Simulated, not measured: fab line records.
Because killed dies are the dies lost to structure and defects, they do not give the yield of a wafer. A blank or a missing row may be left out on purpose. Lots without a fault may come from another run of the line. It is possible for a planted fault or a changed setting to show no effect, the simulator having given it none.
One fault through the eyes of 3 desks :: flow n5 finfet :: numbers are kept per desk, each desk with only its own; the story behind them comes last
Where a reading is given only as a bound, like >300, the bound stands for it, and a mean or a difference that rests on one is marked > or <: the true number lies beyond.

## THE METROLOGY DESK
Lot by lot, what the gauges showed, no matter which tool ran the lot: averages of those sampled wafers that carry a number. A lot is out of limits, marked OUT, if its mean lies more than 4 standard deviations from the usual mean; the brackets give that distance. Of its 10 readings 7 are shown: those that lie furthest out on some lot.
Columns: A = DIBL_N at N5_BEOL_M4_RC_MEAS_101, usual 36.9 mV/V; B = IOFF_N at N5_BEOL_M4_RC_MEAS_101, usual 0.17 nA/um; C = IOFF_P at N5_BEOL_M4_RC_MEAS_101, usual 0.23 nA/um; D = ION_N at N5_BEOL_M4_RC_MEAS_101, usual 673 uA/um; E = ION_P at N5_BEOL_M4_RC_MEAS_101, usual 462 uA/um; F = VT_N at N5_BEOL_M4_RC_MEAS_101, usual 250 mV; G = VT_P at N5_BEOL_M4_RC_MEAS_101, usual -249.7 mV
lot: L948
first seen here: day 11 01:46
A: 36.1
B: 0.15
C: 0.22
D: 661
E: 457
F: 253
G: -250.1

lot: L949
first seen here: day 11 02:17
A: 34.4
B: 0.15
C: 0.21
D: 663
E: 458
F: 253
G: -250.7

lot: L950
first seen here: day 11 11:01
A: 37.3
B: 0.15
C: 0.21
D: 669
E: 462
F: 254
G: -251.5

lot: L955
first seen here: day 12 15:24
A: 34.9
B: 0.13
C: 0.16
D: 653
E: 449
F: 256
G: -254.8

lot: L958
first seen here: day 13 11:25
A: 35.9
B: 0.18
C: 0.24
D: 676
E: 467
F: 247
G: -246.6
Result from this desk: across the 5 lots, nothing is out of limits.

## AT THE TOOL OWNER'S DESK: ald sin-04
The tool's own readings at N5_BEOL_M0_SAQP_ALD_48 (deposits SiO2, target thk 20 nm, pulse time 1 s, co reactant pulse time 1 s): means of the sampled wafers that have a number, for each lot that ran on this tool. A lot is out of limits, marked OUT, if its mean lies more than 4 standard deviations from the usual mean; the brackets give that distance.
Columns: A = heater power outer w at N5_BEOL_M0_SAQP_ALD_48, usual 40 W; B = heater power w at N5_BEOL_M0_SAQP_ALD_48, usual 77 W; C = precursor pulse height rel at N5_BEOL_M0_SAQP_ALD_48, usual 0.997
lot: L948
first seen here: day 8 17:10
A: 41
B: 77
C: 1.001

lot: L949
first seen here: day 9 00:07
A: 38
B: 72
C: 1.012

lot: L950
first seen here: day 9 04:59
A: 41
B: 80
C: 0.996

lot: L955
first seen here: day 10 02:23
A: 42
B: 78
C: 0.974
Result from this desk: across the 4 lots, nothing is out of limits.

## THE DEFECT DESK
Per lot, the means of the sampled wafers with a number show what the inspections along the route counted. A lot is out of limits, marked OUT, if its mean lies more than 4 standard deviations from the usual mean; the brackets give that distance.
Columns: A = raw defect count at N5_BEOL_M0_CUTY_INSPECT_59, usual 2.0
lot: L948
first seen here: day 8 18:14
A: 2.0

lot: L949
first seen here: day 9 01:13
A: >300 (+99 or more) OUT

lot: L950
first seen here: day 9 06:04
A: >300 (+99 or more) OUT

lot: L955
first seen here: day 10 03:28
A: >300 (+99 or more) OUT

lot: L958
first seen here: day 11 04:41
A: 2.0
This desk's verdict: out of limits on L949, L950, L955, starting with L949 at day 9 01:13 (raw defect count at N5_BEOL_M0_CUTY_INSPECT_59). L948, L958: within limits.

## BROUGHT TOGETHER
The defect desk could have raised an alarm at day 9 01:13, on L949, L950, L955.
From the metrology desk's view, nothing was out of limits.
The desk of the tool owner found nothing out of limits.
The metrology desk has L949, L950, L955 on record, within its limits.
The tool owner's desk has L949, L950, L955 on record, within its limits.
Every lot named ran N5_BEOL_M0_SAQP_ALD_48 on ald sin-04.

## WHAT THE SIMULATOR HAD PUT IN
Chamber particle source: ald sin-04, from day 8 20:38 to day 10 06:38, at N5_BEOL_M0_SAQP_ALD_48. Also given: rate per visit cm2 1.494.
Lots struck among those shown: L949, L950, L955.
Hours from the fault's start to each desk's first reading out of limits: the defect desk, 5.
